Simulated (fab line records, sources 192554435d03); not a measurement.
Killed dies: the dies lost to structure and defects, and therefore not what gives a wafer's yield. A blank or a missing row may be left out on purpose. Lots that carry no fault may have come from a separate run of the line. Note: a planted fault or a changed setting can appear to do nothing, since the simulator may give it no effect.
fab line records / flow n5Finfet / part 2 of 2: steps 43 to 44 of 44
[record] lots = 6 wafers = 17 lastDay = 18
route steps=1938 shown PMOS_HMC_CHANNEL_EPI@66 FIN_SAQP@90 MOL_CONTACT_COAG@530 BEOL_M4@1111
lots untouched by any fault: they come from a run of this same line in which no faults occurred
startH: the number of hours between the record's first day and the start of the first shown wafer of the lot / waitH: hours from the lot's prior step to this one / " same as the row above / L1.1+2: a single row standing in for several wafers / - either no value or no given start / * or withheld: withheld / < > ~ a bound
route shown NAME@n: names a module that has steps shown in the file, with the first one's number in the route / usual: average and standard deviation across the fault-free wafers / same: alike in all rows / chamber/n: place in a boat / sites: per-site readings / _std_site: how widely they spread, as a standard deviation / _edge_site: mean of outer sites minus mean of inner sites / radiusMm: how far each site lies from the wafer's centre / mask NAME#n: copy n / behind: the most recent tool/chamber to have shaped the wafer / hold: reason for holding the lot/hours on hold/outcome of the hold / device: whichever transistor did not switch (one of n, p or np) / end of line: tests run on the same wafers once the route is complete / where a step has no rows: the recipe by itself / killed: dies that structure and defects cost at the first sort, which is not the same as the wafer's yield / map: per-die view of a wafer (x killed, . not killed, _ where there is no die)
set.NAME: the setting as run; set.NAME@STEP: as run at that earlier step / model.NAME: the simulator's own value behind a step, which no gauge read
lots seen at some steps along the route; tables by step, rows by wafer
services: from which hour (startH, from the record's first day; less than 0 if before it) a tool's chamber was out of use, for how many hours, and why
[[steps]]
[step N5_MOL_CONTACT_COAG_ETCH_110]
[recipe] chemistry = CF4/O2 target = Si targetDepthA = 25 timeS = 8 pressureMtorr = 100 sourceW = 200 biasW = 12 ionEnergyEv = 60 Ar_flow_sccm = 100 cf4FlowSccm = 100 O2_flow_sccm = 10
[usual] drypumpMotorCurrentA = 5.7/0.48 oes_ar_750_au = 0.75/0.071 oes_f_703_au = 0.75/0.073 oesProductAu = 0.75/0.076 rfVppV = 128.0/1.4 showerheadPlenumPTorr = 2.22/0.071 throttleValvePct = 10.91/0.22
lot.wafer=L595.1 tool=rieDiel-05 chamber=1 startH=106.40 waitH=0.0 drypumpMotorCurrentA=5.2 oes_ar_750_au=0.87 oes_f_703_au=0.88 oesProductAu=0.89 rfHoursCounterH=42 rfVppV=128.2 showerheadPlenumPTorr=2.17 throttleValvePct=10.51 model.MOL_CONTACT_COAG.cdOffsetNm=0.2
lot.wafer=L595.3 tool=rieDiel-05 chamber=3 startH=106.40 waitH=0.0 drypumpMotorCurrentA=5.9 oes_ar_750_au=0.73 oes_f_703_au=0.72 oesProductAu=0.74 rfHoursCounterH=156 rfVppV=127.1 showerheadPlenumPTorr=2.14 throttleValvePct=10.79 model.MOL_CONTACT_COAG.cdOffsetNm=0
lot.wafer=L595.5 tool=rieDiel-05 chamber=2 startH=106.40 waitH=0.0 drypumpMotorCurrentA=5.1 oes_ar_750_au=0.75 oes_f_703_au=0.75 oesProductAu=0.74 rfHoursCounterH=- rfVppV=126.3 showerheadPlenumPTorr=2.13 throttleValvePct=10.56 model.MOL_CONTACT_COAG.cdOffsetNm=0
lot.wafer=L597.2 tool=rieDiel-01 chamber=2 startH=118.48 waitH=0.0 drypumpMotorCurrentA=5.1 oes_ar_750_au=0.75 oes_f_703_au=0.75 oesProductAu=0.75 rfHoursCounterH=154 rfVppV=128.7 showerheadPlenumPTorr=2.23 throttleValvePct=10.79 model.MOL_CONTACT_COAG.cdOffsetNm=0
lot.wafer=L597.4 tool=rieDiel-01 chamber=1 startH=118.48 waitH=0.0 drypumpMotorCurrentA=5.2 oes_ar_750_au=0.79 oes_f_703_au=0.79 oesProductAu=0.80 rfHoursCounterH=117 rfVppV=129.1 showerheadPlenumPTorr=2.15 throttleValvePct=10.97 model.MOL_CONTACT_COAG.cdOffsetNm=-0.2
lot.wafer=L597.6 tool=rieDiel-01 chamber=1 startH=118.48 waitH=0.0 drypumpMotorCurrentA=5.2 oes_ar_750_au=0.78 oes_f_703_au=0.79 oesProductAu=0.80 rfHoursCounterH=- rfVppV=129.7 showerheadPlenumPTorr=2.15 throttleValvePct=10.98 model.MOL_CONTACT_COAG.cdOffsetNm=0.2
lot.wafer=L606.1 tool=rieDiel-01 chamber=1 startH=172.04 waitH=0.0 drypumpMotorCurrentA=5.2 oes_ar_750_au=0.77 oes_f_703_au=0.77 oesProductAu=0.78 rfHoursCounterH=134 rfVppV=128.9 showerheadPlenumPTorr=2.15 throttleValvePct=11.02 model.MOL_CONTACT_COAG.cdOffsetNm=-0.4
lot.wafer=L606.4 tool=rieDiel-01 chamber=0 startH=172.04 waitH=0.0 drypumpMotorCurrentA=6.3 oes_ar_750_au=0.73 oes_f_703_au=0.73 oesProductAu=0.72 rfHoursCounterH=193 rfVppV=127.6 showerheadPlenumPTorr=2.21 throttleValvePct=11.08 model.MOL_CONTACT_COAG.cdOffsetNm=-0.4
lot.wafer=L606.5 tool=rieDiel-01 chamber=2 startH=172.04 waitH=0.0 drypumpMotorCurrentA=5.1 oes_ar_750_au=0.74 oes_f_703_au=0.73 oesProductAu=0.73 rfHoursCounterH=- rfVppV=128.1 showerheadPlenumPTorr=2.22 throttleValvePct=10.83 model.MOL_CONTACT_COAG.cdOffsetNm=-0.2
lot.wafer=L607.2 tool=rieDiel-02 chamber=1 startH=177.08 waitH=0.0 drypumpMotorCurrentA=5.8 oes_ar_750_au=0.83 oes_f_703_au=0.82 oesProductAu=0.83 rfHoursCounterH=76 rfVppV=128.0 showerheadPlenumPTorr=2.34 throttleValvePct=10.82 model.MOL_CONTACT_COAG.cdOffsetNm=0.8
lot.wafer=L607.3 tool=rieDiel-02 chamber=2 startH=177.08 waitH=0.0 drypumpMotorCurrentA=6.8 oes_ar_750_au=0.69 oes_f_703_au=0.70 oesProductAu=0.69 rfHoursCounterH=242 rfVppV=127.0 showerheadPlenumPTorr=2.28 throttleValvePct=11.22 model.MOL_CONTACT_COAG.cdOffsetNm=1.2
lot.wafer=L612.3 tool=rieDiel-02 chamber=1 startH=206.74 waitH=0.0 drypumpMotorCurrentA=5.8 oes_ar_750_au=0.80 oes_f_703_au=0.81 oesProductAu=0.81 rfHoursCounterH=89 rfVppV=128.2 showerheadPlenumPTorr=2.34 throttleValvePct=10.86 model.MOL_CONTACT_COAG.cdOffsetNm=-0.2
lot.wafer=L612.5 tool=rieDiel-02 chamber=1 startH=206.74 waitH=0.0 drypumpMotorCurrentA=5.8 oes_ar_750_au=0.81 oes_f_703_au=0.81 oesProductAu=0.82 rfHoursCounterH=- rfVppV=129.2 showerheadPlenumPTorr=2.34 throttleValvePct=10.87 model.MOL_CONTACT_COAG.cdOffsetNm=-0.4
lot.wafer=L612.6 tool=rieDiel-02 chamber=0 startH=206.74 waitH=0.0 drypumpMotorCurrentA=5.9 oes_ar_750_au=0.98 oes_f_703_au=0.97 oesProductAu=0.99 rfHoursCounterH=- rfVppV=129.9 showerheadPlenumPTorr=2.18 throttleValvePct=10.52 model.MOL_CONTACT_COAG.cdOffsetNm=-0.2
lot.wafer=L614.1 tool=rieDiel-02 chamber=3 startH=228.34 waitH=0.0 drypumpMotorCurrentA=5.4 oes_ar_750_au=0.97 oes_f_703_au=0.96 oesProductAu=0.98 rfHoursCounterH=4 rfVppV=128.1 showerheadPlenumPTorr=2.27 throttleValvePct=10.44 model.MOL_CONTACT_COAG.cdOffsetNm=0.2
lot.wafer=L614.4 tool=rieDiel-02 chamber=0 startH=228.34 waitH=0.0 drypumpMotorCurrentA=5.9 oes_ar_750_au=0.94 oes_f_703_au=0.94 oesProductAu=0.96 rfHoursCounterH=- rfVppV=130.1 showerheadPlenumPTorr=2.18 throttleValvePct=10.55 model.MOL_CONTACT_COAG.cdOffsetNm=0
lot.wafer=L614.6 tool=rieDiel-02 chamber=1 startH=228.34 waitH=0.0 drypumpMotorCurrentA=5.8 oes_ar_750_au=0.80 oes_f_703_au=0.80 oesProductAu=0.82 rfHoursCounterH=- rfVppV=128.2 showerheadPlenumPTorr=2.33 throttleValvePct=10.91 model.MOL_CONTACT_COAG.cdOffsetNm=0.2
[step N5_BEOL_M4_RC_MEAS_101]
[usual] CJ_P = 5.79/0.11 DIBL_N = 35.8/1.4 DIBL_P = 35.8/1.6 IOFF_N = 0.152/0.021 IOFF_P = 0.204/0.027 IOFF_P_85C = 3.6/0.39 IOFF_P_LIN = 0.099/0.011 IOFF_P_LONG = 0.000107/8e-06 ION_N = 672/8.7 ION_P = 461/6.2 RC_DENSE_N = 18.97/0.3 RC_DENSE_P = 23.7/0.38 RC_N = 15.45/0.23 RC_P = 19.3/0.31 REXT_P = 101.1/2.3 RS_NWELL = 1038/7.3 SS_N = 71.5/0.54 SS_P = 73.1/0.57 VT_N = 250.0/2.5 VT_P = -250.6/2.7 VT_P_LONG = -274.6/2.8
lot.wafer=L595.1 tool=prober-01 chamber=0 startH=198.42 waitH=0.0 CJ_P=5.73 DIBL_N[mV/V]=38.4 DIBL_P[mV/V]=36.1 IOFF_N[nA/um]=0.174 IOFF_P[nA/um]=0.258 IOFF_P_85C[nA/um]=4.3 IOFF_P_LIN[nA/um]=0.122 IOFF_P_LONG[nA/um]=0.000118 ION_N[uA/um]=688 ION_P[uA/um]=475 RC_DENSE_N[ohm.um]=18.85 RC_DENSE_P[ohm.um]=23.5 RC_N[ohm.um]=15.18 RC_P[ohm.um]=19.1 REXT_P[ohm.um]=103.0 RS_NWELL[ohm/sq]=1049 SS_N[mV/dec]=71.2 SS_P[mV/dec]=73.6 VT_N[mV]=246.6 VT_P[mV]=-247.0 VT_P_LONG[mV]=-271.2
lot.wafer=L595.3 tool=prober-01 chamber=0 startH=198.42 waitH=0.0 CJ_P=5.75 DIBL_N[mV/V]=38.6 DIBL_P[mV/V]=36.0 IOFF_N[nA/um]=0.176 IOFF_P[nA/um]=0.247 IOFF_P_85C[nA/um]=4.1 IOFF_P_LIN[nA/um]=0.118 IOFF_P_LONG[nA/um]=0.000118 ION_N[uA/um]=694 ION_P[uA/um]=477 RC_DENSE_N[ohm.um]=19.02 RC_DENSE_P[ohm.um]=23.5 RC_N[ohm.um]=15.36 RC_P[ohm.um]=19.3 REXT_P[ohm.um]=103.5 RS_NWELL[ohm/sq]=1048 SS_N[mV/dec]=71.5 SS_P[mV/dec]=73.2 VT_N[mV]=250.5 VT_P[mV]=-247.0 VT_P_LONG[mV]=-270.5
lot.wafer=L595.5 tool=prober-01 chamber=0 startH=198.42 waitH=0.0 CJ_P=5.78 DIBL_N[mV/V]=37.8 DIBL_P[mV/V]=35.3 IOFF_N[nA/um]=0.165 IOFF_P[nA/um]=0.242 IOFF_P_85C[nA/um]=4.0 IOFF_P_LIN[nA/um]=0.116 IOFF_P_LONG[nA/um]=0.00012 ION_N[uA/um]=689 ION_P[uA/um]=472 RC_DENSE_N[ohm.um]=18.80 RC_DENSE_P[ohm.um]=23.5 RC_N[ohm.um]=15.39 RC_P[ohm.um]=19.1 REXT_P[ohm.um]=103.4 RS_NWELL[ohm/sq]=1047 SS_N[mV/dec]=72.0 SS_P[mV/dec]=73.5 VT_N[mV]=246.7 VT_P[mV]=-247.8 VT_P_LONG[mV]=-269.0
lot.wafer=L597.2 tool=prober-01 chamber=0 startH=207.64 waitH=0.2 CJ_P=5.82 DIBL_N[mV/V]=37.5 DIBL_P[mV/V]=39.9 IOFF_N[nA/um]=0.183 IOFF_P[nA/um]=0.255 IOFF_P_85C[nA/um]=4.3 IOFF_P_LIN[nA/um]=0.112 IOFF_P_LONG[nA/um]=9.7e-05 ION_N[uA/um]=678 ION_P[uA/um]=469 RC_DENSE_N[ohm.um]=18.35 RC_DENSE_P[ohm.um]=23.3 RC_N[ohm.um]=15.30 RC_P[ohm.um]=18.9 REXT_P[ohm.um]=96.9 RS_NWELL[ohm/sq]=1047 SS_N[mV/dec]=72.1 SS_P[mV/dec]=74.3 VT_N[mV]=251.1 VT_P[mV]=-249.8 VT_P_LONG[mV]=-276.7
lot.wafer=L597.4 tool=prober-01 chamber=0 startH=207.64 waitH=0.2 CJ_P=5.92 DIBL_N[mV/V]=36.0 DIBL_P[mV/V]=36.9 IOFF_N[nA/um]=0.151 IOFF_P[nA/um]=0.204 IOFF_P_85C[nA/um]=3.5 IOFF_P_LIN[nA/um]=0.096 IOFF_P_LONG[nA/um]=9.7e-05 ION_N[uA/um]=676 ION_P[uA/um]=458 RC_DENSE_N[ohm.um]=18.85 RC_DENSE_P[ohm.um]=23.6 RC_N[ohm.um]=15.50 RC_P[ohm.um]=19.2 REXT_P[ohm.um]=97.1 RS_NWELL[ohm/sq]=1040 SS_N[mV/dec]=71.3 SS_P[mV/dec]=72.3 VT_N[mV]=251.3 VT_P[mV]=-253.3 VT_P_LONG[mV]=-278.5
lot.wafer=L597.6 tool=prober-01 chamber=0 startH=207.64 waitH=0.2 CJ_P=5.88 DIBL_N[mV/V]=35.9 DIBL_P[mV/V]=37.8 IOFF_N[nA/um]=0.158 IOFF_P[nA/um]=0.212 IOFF_P_85C[nA/um]=3.7 IOFF_P_LIN[nA/um]=0.099 IOFF_P_LONG[nA/um]=9.7e-05 ION_N[uA/um]=674 ION_P[uA/um]=466 RC_DENSE_N[ohm.um]=18.60 RC_DENSE_P[ohm.um]=23.2 RC_N[ohm.um]=15.19 RC_P[ohm.um]=18.9 REXT_P[ohm.um]=96.1 RS_NWELL[ohm/sq]=1032 SS_N[mV/dec]=70.8 SS_P[mV/dec]=72.8 VT_N[mV]=251.1 VT_P[mV]=-249.1 VT_P_LONG[mV]=-279.7
lot.wafer=L606.1 tool=prober-02 chamber=0 startH=266.23 waitH=0.0 CJ_P=4.14 DIBL_N[mV/V]=35.6 DIBL_P[mV/V]=90.7 IOFF_N[nA/um]=0.156 IOFF_P[nA/um]=9.395 IOFF_P_85C[nA/um]=89.6 IOFF_P_LIN[nA/um]=0.289 IOFF_P_LONG[nA/um]=6.2e-05 ION_N[uA/um]=677 ION_P[uA/um]=329 RC_DENSE_N[ohm.um]=19.25 RC_DENSE_P[ohm.um]=24.3 RC_N[ohm.um]=15.81 RC_P[ohm.um]=19.9 REXT_P[ohm.um]=121.3 RS_NWELL[ohm/sq]=1055 SS_N[mV/dec]=71.7 SS_P[mV/dec]=115.3 VT_N[mV]=249.2 VT_P[mV]=-253.4 VT_P_LONG[mV]=-288.2
lot.wafer=L606.4 tool=prober-02 chamber=0 startH=266.23 waitH=0.0 CJ_P=5.80 DIBL_N[mV/V]=34.4 DIBL_P[mV/V]=35.6 IOFF_N[nA/um]=0.140 IOFF_P[nA/um]=0.193 IOFF_P_85C[nA/um]=3.5 IOFF_P_LIN[nA/um]=0.093 IOFF_P_LONG[nA/um]=0.000101 ION_N[uA/um]=671 ION_P[uA/um]=461 RC_DENSE_N[ohm.um]=19.15 RC_DENSE_P[ohm.um]=24.1 RC_N[ohm.um]=15.82 RC_P[ohm.um]=19.7 REXT_P[ohm.um]=98.2 RS_NWELL[ohm/sq]=1033 SS_N[mV/dec]=71.6 SS_P[mV/dec]=73.0 VT_N[mV]=251.0 VT_P[mV]=-250.9 VT_P_LONG[mV]=-274.8
lot.wafer=L606.5 tool=prober-02 chamber=0 startH=266.23 waitH=0.0 CJ_P=5.70 DIBL_N[mV/V]=36.2 DIBL_P[mV/V]=37.4 IOFF_N[nA/um]=0.167 IOFF_P[nA/um]=0.223 IOFF_P_85C[nA/um]=3.9 IOFF_P_LIN[nA/um]=0.103 IOFF_P_LONG[nA/um]=0.0001 ION_N[uA/um]=677 ION_P[uA/um]=466 RC_DENSE_N[ohm.um]=18.98 RC_DENSE_P[ohm.um]=24.2 RC_N[ohm.um]=15.56 RC_P[ohm.um]=19.8 REXT_P[ohm.um]=98.6 RS_NWELL[ohm/sq]=1040 SS_N[mV/dec]=72.0 SS_P[mV/dec]=72.9 VT_N[mV]=246.9 VT_P[mV]=-247.8 VT_P_LONG[mV]=-274.7
lot.wafer=L607.2 tool=prober-01 chamber=0 startH=269.66 waitH=0.2 CJ_P=4.15 DIBL_N[mV/V]=38.3 DIBL_P[mV/V]=94.0 IOFF_N[nA/um]=0.174 IOFF_P[nA/um]=11.866 IOFF_P_85C[nA/um]=107.0 IOFF_P_LIN[nA/um]=0.328 IOFF_P_LONG[nA/um]=6.7e-05 ION_N[uA/um]=684 ION_P[uA/um]=333 RC_DENSE_N[ohm.um]=17.77 RC_DENSE_P[ohm.um]=22.1 RC_N[ohm.um]=14.49 RC_P[ohm.um]=18.1 REXT_P[ohm.um]=119.4 RS_NWELL[ohm/sq]=1064 SS_N[mV/dec]=71.7 SS_P[mV/dec]=118.7 VT_N[mV]=251.5 VT_P[mV]=-255.2 VT_P_LONG[mV]=-287.4
lot.wafer=L607.3 tool=prober-01 chamber=0 startH=269.66 waitH=0.2 CJ_P=4.36 DIBL_N[mV/V]=39.6 DIBL_P[mV/V]=116.9 IOFF_N[nA/um]=0.219 IOFF_P[nA/um]=28.847 IOFF_P_85C[nA/um]=224.6 IOFF_P_LIN[nA/um]=0.484 IOFF_P_LONG[nA/um]=6.7e-05 ION_N[uA/um]=690 ION_P[uA/um]=336 RC_DENSE_N[ohm.um]=17.40 RC_DENSE_P[ohm.um]=21.7 RC_N[ohm.um]=14.06 RC_P[ohm.um]=17.6 REXT_P[ohm.um]=118.6 RS_NWELL[ohm/sq]=1072 SS_N[mV/dec]=72.6 SS_P[mV/dec]=134.1 VT_N[mV]=244.3 VT_P[mV]=-251.0 VT_P_LONG[mV]=-286.0
lot.wafer=L612.3 tool=prober-02 chamber=0 startH=299.94 waitH=0.3 CJ_P=5.82 DIBL_N[mV/V]=32.4 DIBL_P[mV/V]=33.1 IOFF_N[nA/um]=0.109 IOFF_P[nA/um]=0.152 IOFF_P_85C[nA/um]=2.8 IOFF_P_LIN[nA/um]=0.077 IOFF_P_LONG[nA/um]=9.5e-05 ION_N[uA/um]=646 ION_P[uA/um]=444 RC_DENSE_N[ohm.um]=19.58 RC_DENSE_P[ohm.um]=24.4 RC_N[ohm.um]=15.97 RC_P[ohm.um]=20.1 REXT_P[ohm.um]=102.8 RS_NWELL[ohm/sq]=1053 SS_N[mV/dec]=71.2 SS_P[mV/dec]=72.0 VT_N[mV]=254.5 VT_P[mV]=-252.9 VT_P_LONG[mV]=-279.4
lot.wafer=L612.5 tool=prober-02 chamber=0 startH=299.94 waitH=0.3 CJ_P=5.87 DIBL_N[mV/V]=33.2 DIBL_P[mV/V]=34.5 IOFF_N[nA/um]=0.126 IOFF_P[nA/um]=0.157 IOFF_P_85C[nA/um]=2.8 IOFF_P_LIN[nA/um]=0.078 IOFF_P_LONG[nA/um]=9.5e-05 ION_N[uA/um]=658 ION_P[uA/um]=458 RC_DENSE_N[ohm.um]=19.60 RC_DENSE_P[ohm.um]=24.6 RC_N[ohm.um]=15.90 RC_P[ohm.um]=20.1 REXT_P[ohm.um]=102.8 RS_NWELL[ohm/sq]=1048 SS_N[mV/dec]=71.2 SS_P[mV/dec]=73.1 VT_N[mV]=253.4 VT_P[mV]=-254.6 VT_P_LONG[mV]=-278.3
lot.wafer=L612.6 tool=prober-02 chamber=0 startH=299.94 waitH=0.3 CJ_P=5.73 DIBL_N[mV/V]=33.7 DIBL_P[mV/V]=34.2 IOFF_N[nA/um]=0.128 IOFF_P[nA/um]=0.160 IOFF_P_85C[nA/um]=2.9 IOFF_P_LIN[nA/um]=0.080 IOFF_P_LONG[nA/um]=9.4e-05 ION_N[uA/um]=653 ION_P[uA/um]=445 RC_DENSE_N[ohm.um]=19.45 RC_DENSE_P[ohm.um]=24.1 RC_N[ohm.um]=15.66 RC_P[ohm.um]=19.9 REXT_P[ohm.um]=102.0 RS_NWELL[ohm/sq]=1050 SS_N[mV/dec]=71.1 SS_P[mV/dec]=72.3 VT_N[mV]=251.8 VT_P[mV]=-252.1 VT_P_LONG[mV]=-277.1
lot.wafer=L614.1 tool=prober-02 chamber=0 startH=316.25 waitH=0.0 CJ_P=5.85 DIBL_N[mV/V]=35.7 DIBL_P[mV/V]=33.9 IOFF_N[nA/um]=0.151 IOFF_P[nA/um]=0.192 IOFF_P_85C[nA/um]=3.4 IOFF_P_LIN[nA/um]=0.095 IOFF_P_LONG[nA/um]=0.000112 ION_N[uA/um]=678 ION_P[uA/um]=464 RC_DENSE_N[ohm.um]=18.91 RC_DENSE_P[ohm.um]=23.6 RC_N[ohm.um]=15.60 RC_P[ohm.um]=19.2 REXT_P[ohm.um]=101.6 RS_NWELL[ohm/sq]=1049 SS_N[mV/dec]=71.7 SS_P[mV/dec]=72.7 VT_N[mV]=248.7 VT_P[mV]=-248.6 VT_P_LONG[mV]=-274.6
lot.wafer=L614.4 tool=prober-02 chamber=0 startH=316.25 waitH=0.0 CJ_P=5.77 DIBL_N[mV/V]=35.2 DIBL_P[mV/V]=32.9 IOFF_N[nA/um]=0.144 IOFF_P[nA/um]=0.178 IOFF_P_85C[nA/um]=3.1 IOFF_P_LIN[nA/um]=0.090 IOFF_P_LONG[nA/um]=0.000108 ION_N[uA/um]=670 ION_P[uA/um]=455 RC_DENSE_N[ohm.um]=19.23 RC_DENSE_P[ohm.um]=24.1 RC_N[ohm.um]=15.66 RC_P[ohm.um]=19.6 REXT_P[ohm.um]=103.2 RS_NWELL[ohm/sq]=1041 SS_N[mV/dec]=71.1 SS_P[mV/dec]=71.9 VT_N[mV]=249.1 VT_P[mV]=-254.6 VT_P_LONG[mV]=-272.8
lot.wafer=L614.6 tool=prober-02 chamber=0 startH=316.25 waitH=0.0 CJ_P=5.73 DIBL_N[mV/V]=34.7 DIBL_P[mV/V]=32.5 IOFF_N[nA/um]=0.138 IOFF_P[nA/um]=0.180 IOFF_P_85C[nA/um]=3.2 IOFF_P_LIN[nA/um]=0.092 IOFF_P_LONG[nA/um]=0.000109 ION_N[uA/um]=668 ION_P[uA/um]=462 RC_DENSE_N[ohm.um]=18.81 RC_DENSE_P[ohm.um]=23.3 RC_N[ohm.um]=15.10 RC_P[ohm.um]=19.0 REXT_P[ohm.um]=101.3 RS_NWELL[ohm/sq]=1036 SS_N[mV/dec]=70.4 SS_P[mV/dec]=72.3 VT_N[mV]=251.3 VT_P[mV]=-251.1 VT_P_LONG[mV]=-274.2
[[services]]
tool=rieDiel-05 chamber=2 startH=15.83 hours=2.6 kind=repair
tool=rieDiel-05 chamber=2 startH=18.88 hours=40.9 kind=repair
tool=rieDiel-01 chamber=0 startH=22.49 hours=5.8 kind=repair
tool=wetBench-04 chamber=- startH=23.96 hours=2.4 kind=repair
tool=rieSi-01 chamber=3 startH=29.83 hours=1.3 kind=repair
tool=cmp-04 chamber=- startH=51.84 hours=3.5 kind=pm
tool=rieDiel-02 chamber=3 startH=59.04 hours=16.3 kind=repair
tool=cmp-04 chamber=- startH=60.83 hours=4.0 kind=pm
tool=epiRpcvd-02 chamber=- startH=74.05 hours=0.7 kind=repair
tool=pecvd-01 chamber=- startH=74.45 hours=1.2 kind=repair
tool=rieDiel-02 chamber=- startH=82.84 hours=0.6 kind=repair
tool=epiRpcvd-02 chamber=- startH=86.12 hours=1.5 kind=repair
tool=rieDiel-01 chamber=2 startH=94.27 hours=9.5 kind=repair
tool=cmp-04 chamber=- startH=110.05 hours=3.5 kind=repair
tool=epiRpcvd-02 chamber=- startH=119.59 hours=0.6 kind=repair
tool=rieDiel-02 chamber=2 startH=123.29 hours=4.0 kind=repair
tool=rieDiel-02 chamber=0 startH=163.18 hours=3.9 kind=repair
tool=aldSin-01 chamber=- startH=178.53 hours=14.0 kind=pm
tool=rieSi-02 chamber=0 startH=181.53 hours=7.8 kind=repair
tool=pecvd-01 chamber=2 startH=192.19 hours=10.5 kind=repair
tool=cmp-04 chamber=- startH=213.85 hours=2.0 kind=repair
tool=rieSi-02 chamber=- startH=223.62 hours=2.8 kind=pm
tool=aldSin-01 chamber=0 startH=224.33 hours=5.2 kind=repair
tool=rieDiel-02 chamber=- startH=226.47 hours=0.7 kind=repair
[[key]]
[firstSign] step = N5_PMOS_HMC_CHANNEL_EPI_THK_MEAS_22 reading = HMC_CMP_THK direction = down sigmas = 36 usual = 54.0 struck = 37.3
[effect] step = N5_BEOL_M4_RC_MEAS_101 reading = IOFF_P direction = up sigmas = 99+ usual = 0.204 struck = 16.703
[effect] step = N5_BEOL_M4_RC_MEAS_101 reading = IOFF_P_85C direction = up sigmas = 99+ usual = 3.6 struck = 140.4
[effect] step = N5_BEOL_M4_RC_MEAS_101 reading = SS_P direction = up sigmas = 87 usual = 73.1 struck = 122.7
[effect] step = N5_BEOL_M4_RC_MEAS_101 reading = DIBL_P direction = up sigmas = 42 usual = 35.8 struck = 100.5
[effect] step = N5_BEOL_M4_RC_MEAS_101 reading = IOFF_P_LIN direction = up sigmas = 24 usual = 0.099 struck = 0.367
[effect] step = N5_BEOL_M4_RC_MEAS_101 reading = ION_P direction = down sigmas = 21 usual = 461 struck = 333
[effect] step = N5_BEOL_M4_RC_MEAS_101 reading = CJ_P direction = down sigmas = 15 usual = 5.79 struck = 4.22
[effect] step = N5_BEOL_M4_RC_MEAS_101 reading = REXT_P direction = up sigmas = 8.2 usual = 101.1 struck = 119.8
[effect] step = N5_BEOL_M4_RC_MEAS_101 reading = IOFF_P_LONG direction = down sigmas = 5.2 usual = 0.000107 struck = 6.5e-05
[effect] step = N5_BEOL_M4_RC_MEAS_101 reading = VT_P_LONG direction = down sigmas = 4.5 usual = -274.6 struck = -287.2
[effect] step = N5_BEOL_M4_RC_MEAS_101 reading = RS_NWELL direction = up sigmas = 3.5 usual = 1038 struck = 1064
[effect] step = N5_BEOL_M4_RC_MEAS_101 reading = RC_N direction = down sigmas = 2.9 usual = 15.45 struck = 14.79 wafersMoved = 2
[modelEffect] step = N5_PMOS_HMC_CHANNEL_EPI_EPI_20 value = SiGe30_of_PMOS_HMC_CHANNEL_EPI_EPI_20.thkNm without = 60.22 struck = 37.3
[modelEffect] step = N5_PMOS_HMC_CHANNEL_EPI_PRECLEAN_37 value = SiGe30_of_PMOS_HMC_CHANNEL_EPI_EPI_20.thkNm without = 53.28 struck = 36.54
[modelEffect] step = N5_MOL_CONTACT_COAG_ETCH_59 value = MOL_CONTACT_COAG.cdOffsetNm without = 0 struck = 0.6667
[modelEffect] step = N5_MOL_CONTACT_COAG_ETCH_110 value = MOL_CONTACT_COAG.cdOffsetNm without = -0.1333 struck = 0.5333
metAt N5_PMOS_HMC_CHANNEL_EPI_EPI_20
struckWafers L606.1,L607.2,L607.3
sortLeftOut L606.1,L607.2,L607.3
[loopTrim] step = N5_MOL_CONTACT_COAG_EXPOSE_05 setting = dose lots = L607
onsetBetween 36.40 101.97
[fault] kind = processParameterDrift tool = epiRpcvd-02 chamber = - onsetH = 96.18 steps = N5_PMOS_HMC_CHANNEL_EPI_EPI_20 channel = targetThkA offset = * shape = step endH = 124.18 scope = struckWafersOnly actsIn = * stated = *
// sortLeftOut: the simulated sort isn't trusted on such a fault, so these wafers' sort isn't shown, and their yield isn't known
// loopTrim: a control loop set the setting to another value than it would have without faults
